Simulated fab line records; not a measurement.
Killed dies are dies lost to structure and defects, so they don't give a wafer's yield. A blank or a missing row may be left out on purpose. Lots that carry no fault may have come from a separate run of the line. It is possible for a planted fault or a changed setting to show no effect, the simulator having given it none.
A struck lot beside a sound one + flow nand harc + 14 steps out of a route of 1159
Sound: these wafers, L655.1, L655.2, L655.4. Struck: wafers L667.2, L667.6. (L667.5 of the same lot was not struck and is left out.) The cause comes at the end.
Per side, at each step with rows, come the tool, then ch with its chambers, and then its first start. Under that, the readings that differ: sound wafers + struck wafers + difference of the means + sigmas: that difference in standard deviations of wafers without a fault.
alike: same words and numbers on both sides, and readings whose means sit less than 2 such deviations apart. not compared: any withheld reading, any reading some wafer has no value for, any bound like >300 that may hide the same value, and any number with overlapping values for which the record gives no deviation.
The two part at a step that has a row with sigmas, a row that says differs or no value, or rows on one side only. When numbers do not overlap yet have no deviation, they are printed without sigmas and do not part them. A reading that every wafer of one side lacks parts them only if that side has two wafers or more.

NHARC_P_M1_CMP_23: polishes, t overpolish 20 s, target thk 157.82 nm.
  sound on cmp-02 ch 0,1,2, day 7 13:04; struck on cmp-03 ch 0,2, day 10 16:29
  alike: motor current A, time to endpoint s
NHARC_P_M1_THK_MEAS_24: measures by xrf.
  struck on film metro-01, day 10 16:43; sound on film metro-02, day 7 13:23
  alike: thk nm
after that, 1 step had no rows for these wafers: NHARC_P_M1_SRD_25.
NHARC_P_M1_INSPECT_27:
  struck on defect inspect-02, day 10 16:54; sound on defect inspect-01, day 7 13:32
  alike: raw defect count
NHARC_P_M1_PRE_CLEAN_32: time 12 s.
  sound on pecvd-01 ch 1,2, day 7 13:37; struck on pecvd-04 ch 0,2, day 10 16:59
  alike: heater power w, rf fwd power W
NHARC_P_M1_DEP_33: deposits SiCN, target thk 30 nm.
  sound on pecvd-01 ch 1,2, day 7 13:41; struck on pecvd-04 ch 0,2, day 10 17:09
  alike: heater power w, rf fwd power W
then, 5 steps without rows for these wafers: NHARC_P_M2_DEP_00 (deposits SiOC, target thk 182.5 nm); NHARC_P_M2_DEHYDRATE_01 (time 120 s); NHARC_P_M2_HMDS_02 (time 30 s); NHARC_P_M2_COAT_34 (time 65 s); NHARC_P_M2_COAT_03 (resist thk 90 nm).
NHARC_P_M2_SOFTBAKE_04: time 55 s.
  sound on litho track-06 ch 0, day 7 14:00; struck on litho track-06 ch 0, day 10 18:00
| reading                  | sound                | struck        | difference                    | sigmas      |
|--------------------------|----------------------|---------------|-------------------------------|-------------|
| heater power total W (W) | 188.34 188.31 188.53 | 322.91 323.25 | +134.69                       | +99 or more |
| plate temp C (C)         | 105.13 105.12 105.20 | - -           | no value on the struck wafers |             |
after that, 1 step had no rows for these wafers: NHARC_P_M2_EBR_05.
-- record jumps: 14 days between struck wafers' starts before vs after; left off in module P_M2, resumes in module END, first step shown is number 1159 of the route --
NHARC_END_SORT_01:
  sound on prober-02 ch 0, day 20 16:56; struck on prober-02 ch 0, day 24 12:44
| reading                | sound    | struck | difference | sigmas |
|------------------------|----------|--------|------------|--------|
| sort rim yield pct (%) | 92 92 88 | 98 97  | +7         | +2     |
  alike: defect limited yield, killed at array, killed at other, killed at periphery, killed dies, killed open, killed short, sort_bin_2_pct, sort_bin_3_pct, sort_bin_4_pct, sort n pass, sort yield pct

WHERE THEY PART
Earliest at NHARC_P_M2_SOFTBAKE_04; latest, in this record, at NHARC_END_SORT_01.

WHY: what the simulator had put in
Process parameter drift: litho track-06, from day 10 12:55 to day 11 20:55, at NHARC_P_M2_SOFTBAKE_04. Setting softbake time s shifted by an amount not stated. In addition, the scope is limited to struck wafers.
